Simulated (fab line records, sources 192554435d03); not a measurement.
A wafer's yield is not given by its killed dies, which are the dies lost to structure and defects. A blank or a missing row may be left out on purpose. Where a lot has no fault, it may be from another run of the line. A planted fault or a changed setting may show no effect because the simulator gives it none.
Lot-split experiment ; flow n5_finfet ; on a route of 1938 steps: 7 lots, 21 wafers read

THE SPLIT ITSELF
At N5_BEOL_M1_COAT_05 (resist thk 30 nm), the setting spin_rpm was moved away from the recipe's 1500 rpm on 10 of the 21 wafers read, by -4.1% to +9.6%. For the rest of the wafers, this setting stayed at what the recipe calls for.

FROM THE SPLIT TO THE READING: what the file shows between them, 4 steps
- N5_BEOL_M1_EBR_07
- N5_BEOL_M1_SOFTBAKE_06: time 60 s
- N5_BEOL_M1_EXPOSE_08: exposes mask M1
- N5_BEOL_M1_PEB_09: peb time 60 s

THE READING
CAR-EUV_of_BEOL_M1_COAT_05.thk_nm (the simulator's own value, which no gauge read), in nm, at N5_BEOL_M1_DEVELOP_10 (develop time 30 s). There is no usual value for it anywhere in the file. Across the 11 wafers here that went through the recipe, the average is 29.5 nm and the standard deviation 0.096 nm.

wafer;tool, chamber at the split;spin_rpm as run, rpm;against the recipe;CAR-EUV_of_BEOL_M1_COAT_05.thk_nm, nm;against lot-mates on the recipe
L074.2;litho_track-02, 0;1500;recipe;29.6;-
L074.3;litho_track-02, 0;1500;recipe;29.6;-
L074.5;litho_track-02, 0;1500;recipe;29.6;-
L081.3;litho_track-01, 0;1644;+9.6%;28.2;-1.4
L081.4;litho_track-01, 0;1644;+9.6%;28.2;-1.4
L081.5;litho_track-01, 0;1500;recipe;29.6;-
L084.1;litho_track-01, 0;1628;+8.5%;28.4;-1.2
L084.6;litho_track-01, 0;1628;+8.5%;28.4;-1.2
L084.4;litho_track-01, 0;1500;recipe;29.6;-
L088.2;litho_track-02, 0;1500;recipe;29.4;-
L088.5;litho_track-02, 0;1500;recipe;29.4;-
L088.6;litho_track-02, 0;1500;recipe;29.6;-
L089.2;litho_track-01, 0;1500;recipe;29.4;-
L089.5;litho_track-01, 0;1438;-4.1%;30.2;+0.8
L089.6;litho_track-01, 0;1438;-4.1%;30.2;+0.8
L092.1;litho_track-01, 0;1626;+8.4%;28.4;-1.2
L092.4;litho_track-01, 0;1626;+8.4%;28.4;-1.2
L092.3;litho_track-01, 0;1500;recipe;29.6;-
L093.1;litho_track-01, 0;1500;recipe;29.4;-
L093.5;litho_track-01, 0;1587;+5.8%;28.6;-0.8
L093.6;litho_track-01, 0;1587;+5.8%;28.6;-0.8

THE FIT
A straight line over all 21 wafers: CAR-EUV_of_BEOL_M1_COAT_05.thk_nm changes by -0.141 nm for each +1% of spin_rpm; r = -0.99; the points scatter about the line by 0.091 nm.
The same after taking each lot's own level away (the mean of its wafers on the recipe; 21 wafers): -0.15 nm for each +1%; r = -1.00; scatter 0.069 nm.
Per that fit: largest spin_rpm move, reading shift of 1.4 nm.
From 29.40 to 29.60 nm: that is the span of the lots' own levels, equal to 2.1 times the standard deviation above.
The two slopes are in agreement: the lot-to-lot level therefore moves the slope only a little.
Check: for one of the wafers moved furthest among these (+9.6%), held out of the fit, the line's prediction against its lot-mates is -1.4 nm. It came out at -1.4 nm against them.

ADDITIONAL SPLITS CARRIED BY THESE WAFERS
Note: prior to the reading, these wafers also went through further splits. Each is held against what the fit with the lots' levels taken away leaves over:
other split on the same wafers;wafers away from the commonest value;r with CAR-EUV_of_BEOL_M1_COAT_05.thk_nm (lot level and that fit taken away)
N5_BEOL_M1_COAT_61 spin_rpm;7;-0.07

THE WHOLE CHAIN: every reading that the file lists as answering this split, in the file's order
step;what it does;reading;change (the file's fit);r (the file's)
N5_BEOL_M1_COAT_05;resist thk 30 nm;CAR-EUV_of_BEOL_M1_COAT_05.thk_nm (the simulator's own value, which no gauge read);-0.138 nm for each +1% of the setting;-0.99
N5_BEOL_M1_DEVELOP_10;develop time 30 s;CAR-EUV_of_BEOL_M1_COAT_05.thk_nm (the simulator's own value, which no gauge read);-0.146 nm for each +1% of the setting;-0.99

THE FILE'S OWN FIT
CAR-EUV_of_BEOL_M1_COAT_05.thk_nm changes by -0.146 nm for each +1% of spin_rpm, r = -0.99.
